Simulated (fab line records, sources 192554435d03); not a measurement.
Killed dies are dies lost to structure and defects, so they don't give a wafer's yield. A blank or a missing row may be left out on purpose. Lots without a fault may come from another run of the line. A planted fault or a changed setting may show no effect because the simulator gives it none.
A struck lot beside a sound one | flow n5_finfet | 15 steps out of a route of 1938
Sound: wafers L257.1, L257.2, L257.4. Struck: wafer L274.2. (L274.4, L274.6 of the same lot were not struck and are left out.) The cause comes at the end.
At each step with rows: each side's tool, then ch and its chambers, then its first start. Under that, the readings that differ: sound wafers | struck wafers | difference of the means | sigmas: that difference in standard deviations of wafers without a fault.
alike: readings whose means differ by less than 2 such deviations, and words and numbers that are the same on both sides. not compared: withheld readings, readings that some wafer has no value for, bounds like >300 that may hide the same value, and numbers for which the record gives no deviation and whose values overlap.
The two part at a step that has a row with sigmas, a row that says differs or no value, or rows on one side only. Numbers that don't overlap but have no deviation are shown without sigmas and don't part them. A reading that every wafer of one side lacks parts them only if that side has two wafers or more.

N5_BEOL_M9_OCD_MEAS_38:
  sound on ocd-01, day 11 23:00; struck on ocd-01, day 16 04:20
  alike: trench_depth_nm
then, 4 steps without rows for these wafers: N5_BEOL_M9_HM_STRIP_39 (strips TiN in peroxide tin strip, target depth 25 nm, time 158 s); N5_BEOL_M9_SRD_40 (time 30 s); N5_BEOL_M9_PRECLEAN_42 (cleans in residue remover, time 60 s); N5_BEOL_M9_SRD_43 (time 30 s).
N5_BEOL_M9_CD_MEAS_35: target cd 70 nm, target cd y 40 nm.
  sound on cd_sem-02, day 11 23:10; struck on cd_sem-03, day 16 04:30
  alike: cd_nm
N5_BEOL_M9_CURE_72: cures SiCOH lowk, time 120 s.
  sound on uv_cure-02 ch 0, day 11 23:12; struck on uv_cure-03 ch 1, day 16 04:35
  alike: lamp_power_pct, wafer_temp_C_max
N5_BEOL_M9_DEGAS_44: time 60 s.
  sound on pvd_sputter-03, day 12 01:18; struck on pvd_sputter-03, day 16 05:04
  alike: heater_power_w, susceptor_temp_C
N5_BEOL_M9_PRE_CLEAN_45: time 30 s.
  sound on pvd_sputter-03, day 12 01:20; struck on pvd_sputter-03, day 16 05:07
  reading              | sound                | struck | difference | sigmas
  susceptor_temp_C (C) | 250.21 250.25 250.07 | 249.78 | -0.40      | -2
  alike: heater_power_w
N5_BEOL_M9_ALD_74: deposits TaN, target thk 2 nm, pulse time 2 s, purge time 3 s.
  sound on ald_metal-02 ch 0,2,3, day 12 01:24; struck on ald_metal-01 ch 2, day 16 05:10
  alike: heater_power_w, precursor_vessel_carrier_sccm, precursor_vessel_temp_c, susceptor_temp_C
N5_BEOL_M9_SURFACE_TREAT_79:
  sound on pvd_sputter-02, day 12 01:53; struck on pvd_sputter-01, day 16 05:29
  not compared: throttle_valve_pct
then, 1 step without rows for these wafers: N5_BEOL_M9_CVD_78 (deposits Co from CCTBA/H2, target thk 2 nm, time 138.9 s).
N5_BEOL_M9_SPUTTER_48: material Cu, target thk 12 nm, time 2 s.
  sound on pvd_sputter-02, day 12 02:07; struck on pvd_sputter-03, day 16 05:49
  reading                | sound             | struck | difference | sigmas
  cathode_dc_power_W (W) | 25995 26009 25997 | 19479  | -6521      | -99 or more
  alike: bias_v, chamber_pressure_pa, susceptor_temp_C, throttle_valve_pct
then, 1 step without rows for these wafers: N5_BEOL_M9_ECD_50 (material Cu, target thk 318 nm).
-- the record jumps here: 3 days lie between the struck wafers' starts before and after (it left off in module BEOL_M9 and takes up again in module PASSIVATION, whose first step shown is number 1936 of the route) --
N5_PASSIVATION_PROBE_49:
  sound on prober-01, day 14 06:55; struck on prober-02, day 19 07:28
  reading                  | sound          | struck | difference | sigmas
  defect_limited_yield (%) | 91.5 92.5 91.6 | 88.2   | -3.7       | -2
  killed_at_M0_to_M3       | 25 29 23       | 74     | +48        | +5
  killed_dies              | 100 89 99      | 139    | +43        | +2
  killed_open              | 79 58 63       | 96     | +29        | +2
  sort_bin_6_memory (%)    | 3.1 2.7 3.3    | 5.0    | +2.0       | +3
  sort_n_pass              | 1080 1091 1081 | 1041   | -43        | -2
  sort_yield_pct (%)       | 91.5 92.5 91.6 | 88.2   | -3.7       | -2
  alike: killed_at_M4_up, killed_at_contacts, killed_at_front_end, killed_at_other, killed_short, sort_bin_5_function, sort_bin_8_speed

WHERE THEY PART
First at N5_BEOL_M9_PRE_CLEAN_45; last, within this record, at N5_PASSIVATION_PROBE_49.

WHY: what the simulator had put in
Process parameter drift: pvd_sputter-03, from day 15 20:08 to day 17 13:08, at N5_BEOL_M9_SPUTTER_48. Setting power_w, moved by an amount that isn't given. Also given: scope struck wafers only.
